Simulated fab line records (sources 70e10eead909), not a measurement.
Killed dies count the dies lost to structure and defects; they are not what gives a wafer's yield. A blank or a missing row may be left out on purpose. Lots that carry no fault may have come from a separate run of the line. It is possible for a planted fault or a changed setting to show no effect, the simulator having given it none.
What tool caused it? | flow nand_harc | 12 lots, 36 wafers sampled, at 5 steps of a route of 1302

== WHAT THE GAUGES READ, wafer by wafer ==
NHARC_A_SGD_CUT_INSPECT_25.
lot  | measured     | on                | raw_defect_count
L075 | day 19 20:56 | defect_inspect-01 | 408 293 423
L076 | day 21 00:42 | defect_inspect-01 | 392 376 417
L079 | day 21 04:46 | defect_inspect-01 | 402 481 394
L080 | day 21 18:02 | defect_inspect-02 | 561 439 553
L082 | day 23 06:34 | defect_inspect-01 | 409 453 407
L086 | day 24 14:10 | defect_inspect-01 | 455 308 357
L087 | day 25 00:44 | defect_inspect-01 | 387 605 476
L089 | day 25 11:43 | defect_inspect-02 | 466 286 339
L090 | day 26 00:25 | defect_inspect-01 | 398 359 343
L093 | day 26 13:28 | defect_inspect-02 | 375 399 437
L095 | day 27 22:11 | defect_inspect-02 | 396 373 437
L097 | day 29 01:28 | defect_inspect-02 | 438 242 387

== EACH LOT AND THE TOOL THAT RAN IT (in order: tool; ch and the chambers of the sampled wafers; start) ==
lot  | NHARC_A_STAIRCASE_DEP_417       | NHARC_A_STAIRCASE_ALD_420        | NHARC_A_SGD_CUT_ETCH_59                       | NHARC_A_SGD_CUT_ETCH_16
L075 | pecvd-03 ch 1,2, day 17 16:19   | ald_hk-04 ch 0,1, day 17 19:05   | rie_diel-11 ch 2,3, day 19 20:56 or earlier   | rie_diel-11 ch 0,3, day 19 20:56 or earlier
L076 | pecvd-01 ch 0,1, day 18 19:29   | ald_hk-01 ch 0,2, day 18 22:10   | rie_diel-01 ch 0,2, day 21 00:42 or earlier   | rie_diel-01 ch 0,2, day 21 00:42 or earlier
L079 | pecvd-01 ch 0,2, day 19 02:52   | ald_hk-03 ch 1,2,3, day 19 05:31 | rie_diel-11 ch 0,1,2, day 21 04:46 or earlier | rie_diel-11 ch 1,2,3, day 21 04:46 or earlier
L080 | pecvd-02 ch 1,2, day 19 15:33   | ald_hk-04 ch 0,2, day 19 18:10   | rie_diel-07 ch 1,2, day 21 18:02 or earlier   | rie_diel-07 ch 0,1,2, day 21 18:02 or earlier
L082 | pecvd-03 ch 0,1, day 20 21:06   | ald_hk-03 ch 1,2,3, day 21 00:02 | rie_diel-07 ch 0,2,3, day 23 06:34 or earlier | rie_diel-07 ch 2,3, day 23 06:34 or earlier
L086 | pecvd-02 ch 0,1, day 22 08:22   | ald_hk-03 ch 0,1,3, day 22 13:17 | rie_diel-11 ch 0,1, day 24 14:10 or earlier   | rie_diel-11 ch 0,2,3, day 24 14:10 or earlier
L087 | pecvd-02 ch 1,2, day 22 21:37   | ald_hk-01 ch 1,2,3, day 23 00:33 | rie_diel-11 ch 0,1,2, day 25 00:44 or earlier | rie_diel-11 ch 0,1,2, day 25 00:44 or earlier
L089 | pecvd-01 ch 1,2, day 23 08:07   | ald_hk-03 ch 0,1,3, day 23 10:59 | rie_diel-11 ch 1,2,3, day 25 11:43 or earlier | rie_diel-11 ch 1,2,3, day 25 11:43 or earlier
L090 | pecvd-02 ch 0,2, day 23 23:35   | ald_hk-04 ch 1,2, day 24 02:18   | rie_diel-01 ch 1,2, day 26 00:25 or earlier   | rie_diel-01 ch 2,3, day 26 00:25 or earlier
L093 | pecvd-01 ch 1,2, day 24 11:37   | ald_hk-03 ch 1,2, day 24 14:20   | rie_diel-11 ch 0,1,3, day 26 13:28 or earlier | rie_diel-11 ch 0,1,3, day 26 13:28 or earlier
L095 | pecvd-01 ch 0,1,2, day 25 19:15 | ald_hk-01 ch 0,1,3, day 25 22:07 | rie_diel-11 ch 1,2,3, day 27 22:11 or earlier | rie_diel-11 ch 0,1,3, day 27 22:11 or earlier
L097 | pecvd-03 ch 1,2, day 26 19:45   | ald_hk-04 ch 0,1, day 26 22:25   | rie_diel-01 ch 0,1,2, day 29 01:28 or earlier | rie_diel-01 ch 1,2,3, day 29 01:28 or earlier
- NHARC_A_STAIRCASE_DEP_417: deposits Si3N4, target thk 60 nm.
- NHARC_A_STAIRCASE_ALD_420: deposits SiO2, target thk 20 nm, pulse time 6 s, ald cycles 200.
- NHARC_A_SGD_CUT_ETCH_59: etches the open film in N2/H2, target depth 260 nm, time 406.25 s.
- NHARC_A_SGD_CUT_ETCH_16: etches the open film in C4F8/O2/Ar, target depth 310.5 nm, time 155.2 s.

== THE ANSWER, worked out from the rows above alone ==
Rule: the lots themselves supply what counts as usual. Put in order of their means at a reading, lots are off if they are a third of the lots or fewer, leave a main group of 4 or more, and stand apart from it by a gap of 3 or more times the standard deviation of the main group's means; of several such gaps the widest counts. A main group whose means are all the same, to the digits that the tables above print for the reading, isn't used. Also off: a lot with no number at a reading for which 4 or more lots have one. The other lots that the step has rows for count as sound.
None of the lots is off at any reading shown; this tells nothing.

== WHAT HAD BEEN PUT IN BY THE SIMULATOR ==
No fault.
